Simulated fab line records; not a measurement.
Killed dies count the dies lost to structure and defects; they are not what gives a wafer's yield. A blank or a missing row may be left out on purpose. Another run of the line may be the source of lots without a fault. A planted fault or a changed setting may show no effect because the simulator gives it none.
Chamber matching / flow n5 finfet / N5_BEOL_M0_DEP_125 on pecvd-04: 3 sister chambers
The step deposits SiCN from 3MS/NH3, target thk 8 nm, time 14 s. 3 wafers are shown with their chamber, then 7 later ones without.

== WAFERS WITH THEIR CHAMBER ==
wafer=L085.5; chamber=2; throttle valve pct (%)=9.4
wafer=L093.4; chamber=1; throttle valve pct (%)=9.4
wafer=L093.5; chamber=0; throttle valve pct (%)=9.0

== WAFERS MISSING THEIR CHAMBER ==
wafer=L093.6; throttle valve pct (%)=9.2
wafer=L095.1; throttle valve pct (%)=9.1
wafer=L095.4; throttle valve pct (%)=9.0
wafer=L095.5; throttle valve pct (%)=8.1
wafer=L097.1; throttle valve pct (%)=8.9
wafer=L097.3; throttle valve pct (%)=8.2
wafer=L097.5; throttle valve pct (%)=9.1

== WHICH CHAMBER EACH WENT THROUGH ==
wafer=L093.6; from the rows above=can't be placed: 0 or 1 or 2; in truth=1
wafer=L095.1; from the rows above=can't be placed: 0 or 1 or 2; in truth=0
wafer=L095.4; from the rows above=can't be placed: 0 or 1 or 2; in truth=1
wafer=L095.5; from the rows above=can't be placed: 0 or 1 or 2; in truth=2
wafer=L097.1; from the rows above=can't be placed: 0 or 1 or 2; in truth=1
wafer=L097.3; from the rows above=can't be placed: 0 or 1 or 2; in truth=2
wafer=L097.5; from the rows above=can't be placed: 0 or 1 or 2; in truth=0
Correct placement for 0 of the 7. These rows do not allow placing 7 (true chamber among the candidates in 7). Wrongly placed: 0.
How it was worked out, from the rows above alone: a wafer's distance from a chamber is the root of the sum, over the readings, of the square of ((its reading less the chamber's mean) divided by the reading's scatter). The wafer belongs to the nearest chamber; if the next one is less than 2 further off, it can't be placed. The mean given for a chamber averages the wafers shown for that chamber. The scatter: root of mean squared gap, hidden wafer to nearest shown wafer, with one shown wafer a chamber.
